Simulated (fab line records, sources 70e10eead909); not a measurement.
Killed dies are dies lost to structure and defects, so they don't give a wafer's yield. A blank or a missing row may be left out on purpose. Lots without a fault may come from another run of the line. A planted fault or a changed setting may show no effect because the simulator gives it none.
Which tool did it? | flow nand_harc | 7 lots, 20 wafers sampled, at 3 steps of a route of 1302

WHAT THE GAUGES READ, wafer by wafer
NHARC_A_ONON_D1_THK_MEAS_11: measures by ellipsometry.
lot  | measured     | on            | thk_nm (nm)
L311 | day 8 17:11  | film_metro-02 | 979 980 979
L313 | day 9 07:02  | film_metro-01 | 995 994 996
L315 | day 10 01:30 | film_metro-01 | 1011 1012 1011
L319 | day 12 01:52 | film_metro-01 | 991 991 992
L321 | day 12 15:20 | film_metro-02 | 990 989 991
L325 | day 14 17:01 | film_metro-01 | 1518 999
L331 | day 17 02:57 | film_metro-01 | 1000 1000 999

WHICH TOOL RAN EACH LOT (tool, then ch and the chambers of the sampled wafers, then the start)
lot  | NHARC_A_ZERO_WELL_ETCH_13        | NHARC_A_ONON_D1_DEP_09
L311 | rie_si-02 ch 0,1,3, day 7 15:08  | pecvd_onon-02 ch 0, day 8 16:47
L313 | rie_si-02 ch 0,1, day 8 07:43    | pecvd_onon-03 ch 0, day 9 06:31
L315 | rie_si-04 ch 0,1, day 9 03:59    | pecvd_onon-04 ch 0, day 10 01:06
L319 | rie_si-01 ch 0,3, day 10 21:17   | pecvd_onon-03 ch 0, day 12 01:22
L321 | rie_si-01 ch 1,2,3, day 11 14:40 | pecvd_onon-04 ch 0, day 12 14:50
L325 | rie_si-04 ch 1,2, day 13 14:10   | pecvd_onon-04 ch 0, day 14 16:34
L331 | rie_si-01 ch 1,2, day 16 01:17   | pecvd_onon-03 ch 0, day 17 02:34
- NHARC_A_ZERO_WELL_ETCH_13: etches the open film in HBr/Cl2, target depth 120 nm, time 40.1 s.
- NHARC_A_ONON_D1_DEP_09: target thk 1000 nm.

THE ANSWER, worked out from the rows above alone
Rule: what is usual is taken from the lots themselves. Put in order of their means at a reading, lots are off if they are a third of the lots or fewer, leave a main group of 4 or more, and stand apart from it by a gap of 3 or more times the standard deviation of the main group's means; of several such gaps the widest counts. A main group whose means are all the same, to the digits that the tables above print for the reading, isn't used. A lot without any number at a reading at which 4 lots or more have one is off too. The other lots that the step has rows for count as sound.
Off: L325, at NHARC_A_ONON_D1_THK_MEAS_11 (thk_nm). The main group: mean 994 nm, standard deviation 9.8.
A tool fits if, at a process step before that reading, it ran every lot that is off, and no sound lot after the first of them. The gauges at NHARC_A_ONON_D1_THK_MEAS_11 are tried like those tools. Can't be told from this: 2 tools fit, rie_si-04 at NHARC_A_ZERO_WELL_ETCH_13, pecvd_onon-04 at NHARC_A_ONON_D1_DEP_09.

WHAT THE SIMULATOR HAD PUT IN
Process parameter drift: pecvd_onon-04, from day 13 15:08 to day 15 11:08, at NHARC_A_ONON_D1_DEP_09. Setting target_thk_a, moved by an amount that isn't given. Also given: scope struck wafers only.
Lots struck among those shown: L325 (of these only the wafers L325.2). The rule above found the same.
